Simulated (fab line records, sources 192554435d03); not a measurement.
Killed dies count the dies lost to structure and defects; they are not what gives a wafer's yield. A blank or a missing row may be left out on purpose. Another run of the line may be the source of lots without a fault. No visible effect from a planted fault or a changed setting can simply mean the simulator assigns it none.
Struck lot and sound lot, side by side    flow n5_finfet    36 out of 1938 route steps
Sound: these wafers, L383.1, L383.3, L383.4. Wafers struck: L395.3, L395.5, L395.6. Last of all comes the cause.
Each step with rows lists, per side, the tool, then ch with its chambers, then its first start. Under that, the readings that differ: sound wafers    struck wafers    difference of the means    sigmas: that difference in standard deviations of wafers without a fault.
alike: same words and numbers on both sides, and readings whose means sit less than 2 such deviations apart. not compared: any withheld reading, any reading some wafer has no value for, any bound like >300 that may hide the same value, and any number with overlapping values for which the record gives no deviation.
Wherever a step has rows on one side only, a row that says differs or no value, or a row with sigmas, the two part there. When numbers do not overlap yet have no deviation, they are printed without sigmas and do not part them. A reading missing from all wafers of one side parts the sides only when that side holds two or more wafers.

first, 9 steps without rows for these wafers: N5_BEOL_M8_SURFACE_TREAT_79; N5_BEOL_M8_CVD_78 (deposits Co from CCTBA/H2, target thk 2 nm, time 142.3 s); N5_BEOL_M8_SPUTTER_48 (material Cu, target thk 10 nm, time 1.667 s); N5_BEOL_M8_ECD_50 (material Cu, target thk 300 nm); N5_BEOL_M8_ANNEAL_51 (time 90 s); N5_BEOL_M8_CMP_52 (polishes, stops on SiCOH lowk, t overpolish 6.9 s, target thk 80 nm); N5_BEOL_M8_PRE_CLEAN_55 (time 15 s); N5_BEOL_M8_DEP_56 (deposits SiCN from 3MS/NH3, target thk 10 nm, time 17.5 s); N5_BEOL_M9_ILD_DEP_00 (deposits SiCOH lowk from DEMS/porogen, target thk 308.51 nm, time 58 s).
N5_BEOL_M9_CURE_71: cures SiCOH lowk, time 240 s.
  sound on uv_cure-01 ch 1, day 9 14:40; struck on uv_cure-01 ch 2, day 12 12:32
  no value came back on the struck wafers for lamp_power_pct (%), run_length_s (s), wafer_temp_C_max; on the sound wafers lamp_power_pct (%) reads 52.28 52.42 52.35
reading                                             sound            struck           difference  sigmas
model.SiCOH_lowk_of_BEOL_M9_ILD_DEP_00.thk_nm (nm)  268.2 267 273.6  309.6 310.8 308  +39.9       
N5_BEOL_M9_THK_MEAS_01:
  sound: film_metro-01 at day 9 15:11; struck: film_metro-01 at day 12 12:53
reading          sound        struck       difference  sigmas
M9_ILD_THK (nm)  268 267 273  310 311 308  +40         +12
then, 24 steps without rows for these wafers: N5_BEOL_M9_PECVD_70 (deposits SiO2 from TEOS/O2, target thk 20 nm, time 22.7 s); N5_BEOL_M9_HM_DEP_02 (deposits TiN, target thk 20 nm); N5_BEOL_M9_COAT_59 (time 60 s, resist thk 100 nm); N5_BEOL_M9_COAT_60 (time 60 s, resist thk 30 nm); N5_BEOL_M9_COAT_05 (resist thk 90 nm); N5_BEOL_M9_EBR_07; N5_BEOL_M9_SOFTBAKE_06 (time 60 s); N5_BEOL_M9_EXPOSE_08 (exposes mask M9); N5_BEOL_M9_PEB_09 (peb time 60 s); N5_BEOL_M9_DEVELOP_10 (develop time 30 s); N5_BEOL_M9_DESCUM_16 (chemistry O2, time 7.9 s); N5_BEOL_M9_ETCH_61 (etches SiARC in CF4, target depth 39 nm, time 65 s); N5_BEOL_M9_ETCH_62 (etches SOC in N2/H2, target depth 110 nm, overetch 22 nm, time 165 s); N5_BEOL_M9_STRIP_68 (strips in N2/H2); N5_BEOL_M9_STRIP_67 (strips in CF4); N5_BEOL_M9_HM_OPEN_17 (chemistry Cl2/BCl3, target TiN, target depth 20 nm, overetch 6 nm); N5_BEOL_M9_STRIP_19 (strips in O2); N5_BEOL_M9_COAT_63 (time 60 s, resist thk 60 nm); N5_BEOL_M9_COAT_64 (time 60 s, resist thk 12 nm); N5_BEOL_M9_COAT_75 (time 60 s, resist thk 5 nm); N5_BEOL_M9_COAT_22 (resist thk 30 nm); N5_BEOL_M9_EBR_24; N5_BEOL_M9_SOFTBAKE_23 (time 60 s); N5_BEOL_M9_EXPOSE_25 (exposes mask V8).
N5_BEOL_M9_CMP_52: polishes, stops on SiCOH lowk, t overpolish 7 s, target thk 140 nm.
  sound on cmp-01 ch 0,1,3, day 9 23:52; struck on cmp-02 ch 0,1, day 12 18:57
reading                                             sound            struck           difference  sigmas
model.SiCOH_lowk_of_BEOL_M9_ILD_DEP_00.thk_nm (nm)  265.2 264 270.6  306.6 307.8 305  +39.9       
  alike: edge_zone_pressure_frac, head_pressure_psi, motor_current_A, platen_rpm

## WHERE THEY PART
Last at N5_BEOL_M9_THK_MEAS_01 as far as this record goes, first at N5_BEOL_M9_CURE_71. Later steps at which nothing parts them and some readings are alike: N5_BEOL_M9_CMP_52.

WHY: whatever the simulator had introduced
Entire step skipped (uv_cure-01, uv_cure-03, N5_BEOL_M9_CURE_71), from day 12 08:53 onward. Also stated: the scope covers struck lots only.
